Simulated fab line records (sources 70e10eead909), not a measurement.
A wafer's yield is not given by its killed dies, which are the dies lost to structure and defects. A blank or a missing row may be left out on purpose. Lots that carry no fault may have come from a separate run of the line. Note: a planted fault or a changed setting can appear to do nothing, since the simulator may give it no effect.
Which of the tools did it? :: flow nand_harc :: 12 lots, 36 wafers sampled, at 6 steps of a route of 1302

== WHAT THE GAUGES SHOWED, per wafer ==
NHARC_A_START_INSPECT_01. Usual: raw_defect_count 3.3, standard deviation 1.8.
lot: L311
measured: day 7 03:37
on: defect_inspect-01
raw_defect_count: 3 2 2
flag: 

lot: L312
measured: day 7 12:38
on: defect_inspect-02
raw_defect_count: 0 4 1
flag: 

lot: L313
measured: day 8 04:49
on: defect_inspect-01
raw_defect_count: 4 4 7
flag: 

lot: L316
measured: day 9 12:18
on: defect_inspect-01
raw_defect_count: 2 4 3
flag: 

lot: L317
measured: day 9 18:25
on: defect_inspect-01
raw_defect_count: 5 2 2
flag: 

lot: L318
measured: day 10 02:28
on: defect_inspect-01
raw_defect_count: 6 6 9
flag: 

lot: L327
measured: day 14 01:02
on: defect_inspect-01
raw_defect_count: 3 2 2
flag: 

lot: L326
measured: day 14 01:55
on: defect_inspect-01
raw_defect_count: 2 4 8
flag: 

lot: L329
measured: day 14 14:28
on: defect_inspect-02
raw_defect_count: 2 3 3
flag: 

lot: L330
measured: day 15 06:08
on: defect_inspect-02
raw_defect_count: 2 4 3
flag: 

lot: L331
measured: day 15 18:29
on: defect_inspect-02
raw_defect_count: 5 2 3
flag: 

lot: L333
measured: day 16 00:09
on: defect_inspect-01
raw_defect_count: 5 3 4
flag: 

NHARC_A_ONON_D1_THK_MEAS_14: measures by ellipsometry. Usual: thk_nm 1001 nm, standard deviation 9.8.
lot: L311
measured: day 8 05:29
on: film_metro-02
thk_nm (nm): 1011 1009 1010
flag: 

lot: L312
measured: day 8 14:04
on: film_metro-01
thk_nm (nm): 995 995 995
flag: 

lot: L313
measured: day 9 07:23
on: film_metro-02
thk_nm (nm): 987 989 988
flag: 

lot: L316
measured: day 10 12:53
on: film_metro-02
thk_nm (nm): 995 997 996
flag: 

lot: L317
measured: day 10 19:16
on: film_metro-02
thk_nm (nm): 879 997 995 878 994 995
flag: OFF

lot: L318
measured: day 11 03:30
on: film_metro-01
thk_nm (nm): 860 859 975 860 860 975
flag: OFF

lot: L327
measured: day 15 02:16
on: film_metro-01
thk_nm (nm): 1009 1009 1009
flag: 

lot: L326
measured: day 15 02:15
on: film_metro-02
thk_nm (nm): 997 995 995
flag: 

lot: L329
measured: day 15 15:58
on: film_metro-02
thk_nm (nm): 1017 1017 1018
flag: 

lot: L330
measured: day 16 07:46
on: film_metro-02
thk_nm (nm): 1014 1012 1013
flag: 

lot: L331
measured: day 16 20:02
on: film_metro-01
thk_nm (nm): 1015 1014 1014
flag: 

lot: L333
measured: day 17 00:25
on: film_metro-01
thk_nm (nm): 995 995 997
flag: 

NHARC_A_CHANNEL_HOLE_D1_OVL_MEAS_11. Usual: overlay_x_nm 0.0 nm, standard deviation 0.86; overlay_y_nm -0.2 nm, standard deviation 0.87.
lot: L311
measured: day 8 18:56
on: overlay-02
overlay_x_nm (nm): 0.5 0.1 0.2
overlay_y_nm (nm): -1.0 -1.2 -1.0
flag: 

lot: L312
measured: day 9 03:31
on: overlay-02
overlay_x_nm (nm): 0.3 -0.3 0.4
overlay_y_nm (nm): 1.1 1.8 1.3
flag: 

lot: L313
measured: day 9 20:49
on: overlay-02
overlay_x_nm (nm): -0.9 -1.0 -0.3
overlay_y_nm (nm): -1.0 -0.2 -0.7
flag: 

lot: L316
measured: day 11 05:37
on: overlay-01
overlay_x_nm (nm): -0.3 -0.6 -0.8
overlay_y_nm (nm): -0.6 -1.0 -1.2
flag: 

lot: L317
measured: day 11 10:32
on: overlay-01
overlay_x_nm (nm): 0.5 0.5
overlay_y_nm (nm): 0.5 0.8
flag: 

lot: L318
measured: day 11 20:25
on: overlay-01
overlay_x_nm (nm): 0.6
overlay_y_nm (nm): -0.9
flag: 

lot: L327
measured: day 15 15:29
on: overlay-02
overlay_x_nm (nm): -2.0 -1.3 -1.5
overlay_y_nm (nm): 0.3 -0.3 0.2
flag: 

lot: L326
measured: day 15 15:39
on: overlay-02
overlay_x_nm (nm): -1.1 -1.2 -1.0
overlay_y_nm (nm): -0.2 -0.1 0.2
flag: 

lot: L329
measured: day 16 07:42
on: overlay-01
overlay_x_nm (nm): 0.3 0.9 1.1
overlay_y_nm (nm): -0.8 -0.7 -0.7
flag: 

lot: L330
measured: day 16 22:41
on: overlay-01
overlay_x_nm (nm): -1.2 -1.3 -1.3
overlay_y_nm (nm): -0.4 -1.0 -0.7
flag: 

lot: L331
measured: day 17 10:53
on: overlay-02
overlay_x_nm (nm): 1.4 1.3 1.3
overlay_y_nm (nm): -1.0 -0.7 -0.8
flag: 

lot: L333
measured: day 17 18:48
on: overlay-01
overlay_x_nm (nm): 0.2 0.0 0.4
overlay_y_nm (nm): 0.3 -0.2 -0.3
flag: 

NHARC_END_SORT_01. Usual: killed_at_array 52, standard deviation 19; killed_at_other 1.0, standard deviation 1.2; killed_at_periphery 4.1, standard deviation 2.8; killed_dies 57, standard deviation 19; killed_open 3.1, standard deviation 1.7; killed_short 2.5, standard deviation 1.5.
lot: L317
measured: day 27 02:43
on: prober-01
killed_at_array: 672 89 51
killed_at_other: 2 0 1
killed_at_periphery: 3 0 3
killed_dies: 677 89 55
killed_open: 5 2 1
killed_short: 2 1 2
flag: OFF

lot: L318
measured: day 27 19:47
on: prober-01
killed_at_array: 671 664 35
killed_at_other: 0 0 1
killed_at_periphery: 6 13 10
killed_dies: 677 677 46
killed_open: 1 8 2
killed_short: 1 5 2
flag: OFF

lot: L327
measured: day 30 22:24
on: prober-02
killed_at_array: 53 39 48
killed_at_other: 7 2 4
killed_at_periphery: 1 4 5
killed_dies: 61 45 57
killed_open: 2 7 5
killed_short: 2 4 2
flag: 

lot: L329
measured: day 32 05:19
on: prober-01
killed_at_array: 53 62 67
killed_at_other: 2 0 1
killed_at_periphery: 0 4 1
killed_dies: 55 66 69
killed_open: 3 4 2
killed_short: 2 0 4
flag: 

== EACH LOT AND THE TOOL THAT RAN IT (in order: tool; ch and the chambers of the sampled wafers; start) ==
lot: L311
NHARC_P_BONDPAD_ETCH_37: rie_diel-02 ch 0,1,2, day 7 00:36
NHARC_A_ONON_D1_DEP_12: pecvd_onon-02 ch 0, day 8 04:58

lot: L312
NHARC_P_BONDPAD_ETCH_37: rie_diel-02 ch 0,1,3, day 7 09:35
NHARC_A_ONON_D1_DEP_12: pecvd_onon-02 ch 0, day 8 13:33

lot: L313
NHARC_P_BONDPAD_ETCH_37: rie_diel-02 ch 0,2,3, day 8 01:53
NHARC_A_ONON_D1_DEP_12: pecvd_onon-01 ch 0, day 9 06:56

lot: L316
NHARC_P_BONDPAD_ETCH_37: rie_diel-10 ch 0,2,3, day 9 09:15
NHARC_A_ONON_D1_DEP_12: pecvd_onon-02 ch 0, day 10 12:24

lot: L317
NHARC_P_BONDPAD_ETCH_37: rie_diel-10 ch 1,2,3, day 9 15:21
NHARC_A_ONON_D1_DEP_12: pecvd_onon-02 ch 0, day 10 18:56

lot: L318
NHARC_P_BONDPAD_ETCH_37: rie_diel-01 ch 1,2, day 9 23:30
NHARC_A_ONON_D1_DEP_12: pecvd_onon-02 ch 0, day 11 03:02

lot: L327
NHARC_P_BONDPAD_ETCH_37: rie_diel-10 ch 0,2,3, day 13 21:57
NHARC_A_ONON_D1_DEP_12: pecvd_onon-03 ch 0, day 15 01:46

lot: L326
NHARC_P_BONDPAD_ETCH_37: rie_diel-10 ch 0,1, day 13 23:00
NHARC_A_ONON_D1_DEP_12: pecvd_onon-02 ch 0, day 15 01:44

lot: L329
NHARC_P_BONDPAD_ETCH_37: rie_diel-10 ch 0,2,3, day 14 11:31
NHARC_A_ONON_D1_DEP_12: pecvd_onon-02 ch 0, day 15 15:28

lot: L330
NHARC_P_BONDPAD_ETCH_37: rie_diel-01 ch 0,1,3, day 15 03:10
NHARC_A_ONON_D1_DEP_12: pecvd_onon-01 ch 0, day 16 07:22

lot: L331
NHARC_P_BONDPAD_ETCH_37: rie_diel-10 ch 1,2, day 15 15:33
NHARC_A_ONON_D1_DEP_12: pecvd_onon-01 ch 0, day 16 19:35

lot: L333
NHARC_P_BONDPAD_ETCH_37: rie_diel-02 ch 1,2,3, day 15 21:13
NHARC_A_ONON_D1_DEP_12: pecvd_onon-02 ch 0, day 17 00:05
- NHARC_P_BONDPAD_ETCH_37: etches the open film in N2/H2, target depth 60 nm, overetch 18 nm, time 65.91 s.
- NHARC_A_ONON_D1_DEP_12: target thk 1000 nm.

== WHAT THE TOOLS THEMSELVES READ (means of the sampled wafers that have a number; where no wafer has one, the mark that the record gives instead) ==
NHARC_P_BONDPAD_ETCH_37. Usual: drypump_motor_current_A 5.6 A, standard deviation 0.56; oes_product_au 1.003 a.u., standard deviation 0.012; rf_vpp_V 431.1 V, standard deviation 2.5; showerhead_plenum_p_Torr 2.06 Torr, standard deviation 0.086; throttle_valve_pct 14.171 %, standard deviation 0.0092.
lot: L311
tool: rie_diel-02
drypump_motor_current_A (A): 5.6
oes_product_au (a.u.): 0.984
rf_vpp_V (V): 429.9
showerhead_plenum_p_Torr (Torr): 2.01
throttle_valve_pct (%): 14.176
flag: 

lot: L312
tool: rie_diel-02
drypump_motor_current_A (A): 6.0
oes_product_au (a.u.): 0.997
rf_vpp_V (V): 429.5
showerhead_plenum_p_Torr (Torr): 1.98
throttle_valve_pct (%): 14.164
flag: 

lot: L313
tool: rie_diel-02
drypump_motor_current_A (A): 5.5
oes_product_au (a.u.): 1.003
rf_vpp_V (V): 427.4
showerhead_plenum_p_Torr (Torr): 1.95
throttle_valve_pct (%): 14.175
flag: 

lot: L316
tool: rie_diel-10
drypump_motor_current_A (A): 5.3
oes_product_au (a.u.): 1.006
rf_vpp_V (V): 430.9
showerhead_plenum_p_Torr (Torr): 2.07
throttle_valve_pct (%): 14.166
flag: 

lot: L317
tool: rie_diel-10
drypump_motor_current_A (A): 5.6
oes_product_au (a.u.): 1.007
rf_vpp_V (V): 432.1
showerhead_plenum_p_Torr (Torr): 2.11
throttle_valve_pct (%): 14.179
flag: 

lot: L318
tool: rie_diel-01
drypump_motor_current_A (A): 5.4
oes_product_au (a.u.): 1.014
rf_vpp_V (V): 433.9
showerhead_plenum_p_Torr (Torr): 2.12
throttle_valve_pct (%): 14.179
flag: 

lot: L327
tool: rie_diel-10
drypump_motor_current_A (A): 5.3
oes_product_au (a.u.): 1.003
rf_vpp_V (V): 431.3
showerhead_plenum_p_Torr (Torr): 2.07
throttle_valve_pct (%): 14.176
flag: 

lot: L326
tool: rie_diel-10
drypump_motor_current_A (A): 5.2
oes_product_au (a.u.): 1.000
rf_vpp_V (V): 431.2
showerhead_plenum_p_Torr (Torr): 2.06
throttle_valve_pct (%): 14.162
flag: 

lot: L329
tool: rie_diel-10
drypump_motor_current_A (A): 5.3
oes_product_au (a.u.): 1.012
rf_vpp_V (V): 431.2
showerhead_plenum_p_Torr (Torr): 2.07
throttle_valve_pct (%): 14.174
flag: 

lot: L330
tool: rie_diel-01
drypump_motor_current_A (A): 5.8
oes_product_au (a.u.): 1.011
rf_vpp_V (V): 431.5
showerhead_plenum_p_Torr (Torr): 2.08
throttle_valve_pct (%): 14.176
flag: 

lot: L331
tool: rie_diel-10
drypump_motor_current_A (A): 5.8
oes_product_au (a.u.): 1.005
rf_vpp_V (V): 433.3
showerhead_plenum_p_Torr (Torr): 2.10
throttle_valve_pct (%): 14.170
flag: 

lot: L333
tool: rie_diel-02
drypump_motor_current_A (A): 5.9
oes_product_au (a.u.): 0.996
rf_vpp_V (V): 429.1
showerhead_plenum_p_Torr (Torr): 2.00
throttle_valve_pct (%): 14.170
flag: 

NHARC_A_ONON_D1_DEP_12. Usual: susceptor_temp_C 399.99 C, standard deviation 0.24.
lot: L311
tool: pecvd_onon-02
susceptor_temp_C (C): 400.20
flag: 

lot: L312
tool: pecvd_onon-02
susceptor_temp_C (C): 399.58
flag: 

lot: L313
tool: pecvd_onon-01
susceptor_temp_C (C): 399.91
flag: 

lot: L316
tool: pecvd_onon-02
susceptor_temp_C (C): 400.23
flag: 

lot: L317
tool: pecvd_onon-02
susceptor_temp_C (C): 400.16
flag: 

lot: L318
tool: pecvd_onon-02
susceptor_temp_C (C): 400.13
flag: 

lot: L327
tool: pecvd_onon-03
susceptor_temp_C (C): 400.03
flag: 

lot: L326
tool: pecvd_onon-02
susceptor_temp_C (C): 399.79
flag: 

lot: L329
tool: pecvd_onon-02
susceptor_temp_C (C): 400.05
flag: 

lot: L330
tool: pecvd_onon-01
susceptor_temp_C (C): 400.02
flag: 

lot: L331
tool: pecvd_onon-01
susceptor_temp_C (C): 400.09
flag: 

lot: L333
tool: pecvd_onon-02
susceptor_temp_C (C): 399.83
flag: 

== THE ANSWER, worked out from the rows above alone ==
Rule: a lot counts as off when the mean over its wafers that have a number is more than 3 standard deviations away from the usual mean. Also off: a lot with no number at a reading for which 4 or more lots have one. Where the step has rows for the other lots, those lots are counted as sound. First the gauges in route order, then the tools' own readings, where a lot's mean is used as printed above. At the first step where some lot is off, the reading lying furthest off is the one used; lots without a number count as furthest.
Off at NHARC_A_ONON_D1_THK_MEAS_14 (thk_nm): L317, L318.
If a tool, at a process step before that reading, ran all the lots that are off and no sound lot after the first of them, it fits. Not tried: the gauges at NHARC_A_ONON_D1_THK_MEAS_14; whatever is off there is also off at NHARC_END_SORT_01, on other tools, and gauge error can't account for it. No candidate that was tried fits.

== WHAT WAS PUT IN BY THE SIMULATOR ==
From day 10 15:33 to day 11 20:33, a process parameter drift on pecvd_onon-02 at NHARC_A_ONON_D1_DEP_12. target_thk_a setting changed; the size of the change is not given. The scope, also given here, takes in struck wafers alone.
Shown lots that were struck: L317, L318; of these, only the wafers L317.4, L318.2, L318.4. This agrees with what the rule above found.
